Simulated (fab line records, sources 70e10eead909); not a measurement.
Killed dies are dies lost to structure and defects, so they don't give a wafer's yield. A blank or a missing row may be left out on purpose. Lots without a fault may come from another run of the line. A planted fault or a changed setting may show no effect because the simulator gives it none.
A struck lot beside a sound one | flow nand_harc | 14 steps out of a route of 1159
Sound: wafers L728.1, L728.3, L728.4. Struck: wafer L735.2. (L735.5 of the same lot was not struck and is left out.) The cause comes at the end.
At each step with rows: each side's tool, then ch and its chambers, then its first start. Under that, the readings that differ: sound wafers | struck wafers | difference of the means | sigmas: that difference in standard deviations of wafers without a fault.
alike: readings whose means differ by less than 2 such deviations, and words and numbers that are the same on both sides. not compared: withheld readings, readings that some wafer has no value for, bounds like >300 that may hide the same value, and numbers for which the record gives no deviation and whose values overlap.
The two part at a step that has a row with sigmas, a row that says differs or no value, or rows on one side only. Numbers that don't overlap but have no deviation are shown without sigmas and don't part them. A reading that every wafer of one side lacks parts them only if that side has two wafers or more.

first, 7 steps without rows for these wafers: NHARC_A_SGD_CUT_COAT_57 (time 65 s); NHARC_A_SGD_CUT_COAT_03 (resist thk 90 nm); NHARC_A_SGD_CUT_SOFTBAKE_04 (time 55 s); NHARC_A_SGD_CUT_EBR_05; NHARC_A_SGD_CUT_EXPOSE_06 (exposes mask SGD); NHARC_A_SGD_CUT_PEB_07 (peb time 65 s); NHARC_A_SGD_CUT_DEVELOP_08 (develop time 35 s).
NHARC_A_SGD_CUT_CD_MEAS_09: target cd 100 nm.
  sound on cd_sem-02 ch 0, day 15 04:11; struck on cd_sem-01 ch 0, day 17 06:42
  alike: cd_nm
NHARC_A_SGD_CUT_OVL_MEAS_10:
  sound on overlay-02, day 15 04:17; struck on overlay-02, day 17 06:47
  alike: overlay_x_nm, overlay_y_nm
NHARC_A_SGD_CUT_INSPECT_11:
  sound on defect_inspect-01, day 15 04:19; struck on defect_inspect-02, day 17 06:49
  reading          | sound   | struck | difference | sigmas
  raw_defect_count | 7 10 12 | 33     | +23        | +3
NHARC_A_SGD_CUT_DESCUM_14: chemistry O2, time 3 s.
  sound on rie_diel-04 ch 1,2,3, day 15 04:22; struck on rie_diel-06 ch 2, day 17 06:54
  reading                | sound | struck | difference | sigmas
  rf_hours_counter_h (h) | 2 2 2 | 13     | +11        |
  alike: chamber_pressure_mTorr, drypump_motor_current_A, oes_product_au, rf_vpp_V, showerhead_plenum_p_Torr, throttle_valve_pct
NHARC_A_SGD_CUT_ETCH_58: etches the open film in CF4, target depth 39 nm, time 65 s.
  sound on rie_diel-04 ch 0,2,3, day 15 04:28; struck on rie_diel-06 ch 2, day 17 07:05
  reading                | sound | struck | difference | sigmas
  rf_hours_counter_h (h) | 2 2 2 | 13     | +11        |
  alike: chamber_pressure_mTorr, drypump_motor_current_A, oes_product_au, rf_vpp_V, showerhead_plenum_p_Torr, throttle_valve_pct
  not compared: over_etch_frac
NHARC_A_SGD_CUT_ETCH_59: etches the open film in N2/H2, target depth 260 nm, time 406.25 s.
  sound on rie_diel-04 ch 0,1,3, day 15 04:35; struck on rie_diel-06 ch 0, day 17 07:14
  reading                        | sound                | struck  | difference | sigmas
  chamber_pressure_mTorr (mTorr) | 29.938 29.935 30.005 | 30.026  | +0.067     | +2
  drypump_motor_current_A (A)    | 6.4 5.2 5.4          | 4.8     | -0.9       | -2
  over_etch_frac                 | 0.25 0.25 0.25       | 0.50138 | +0.25138   |
  rf_hours_counter_h (h)         | 2 2 2                | 13      | +11        |
  alike: oes_product_au, rf_vpp_V, showerhead_plenum_p_Torr, throttle_valve_pct
NHARC_A_SGD_CUT_ETCH_15: etches the open film in CH3F/O2, target depth 75 nm, time 64.3 s.
  sound on rie_diel-04 ch 1,2,3; struck on rie_diel-06 ch 0
  reading                     | sound                | struck | difference | sigmas
  drypump_motor_current_A (A) | 5.4 5.8 6.5          | 4.8    | -1.1       | -3
  rf_hours_counter_h (h)      | 2 2 2                | 13     | +11        |
  throttle_valve_pct (%)      | 20.669 20.666 20.643 | 20.679 | +0.020     | +2
  alike: chamber_pressure_mTorr, oes_product_au, rf_vpp_V, showerhead_plenum_p_Torr

WHERE THEY PART
First at NHARC_A_SGD_CUT_INSPECT_11; last, within this record, at NHARC_A_SGD_CUT_ETCH_15.

WHY: what the simulator had put in
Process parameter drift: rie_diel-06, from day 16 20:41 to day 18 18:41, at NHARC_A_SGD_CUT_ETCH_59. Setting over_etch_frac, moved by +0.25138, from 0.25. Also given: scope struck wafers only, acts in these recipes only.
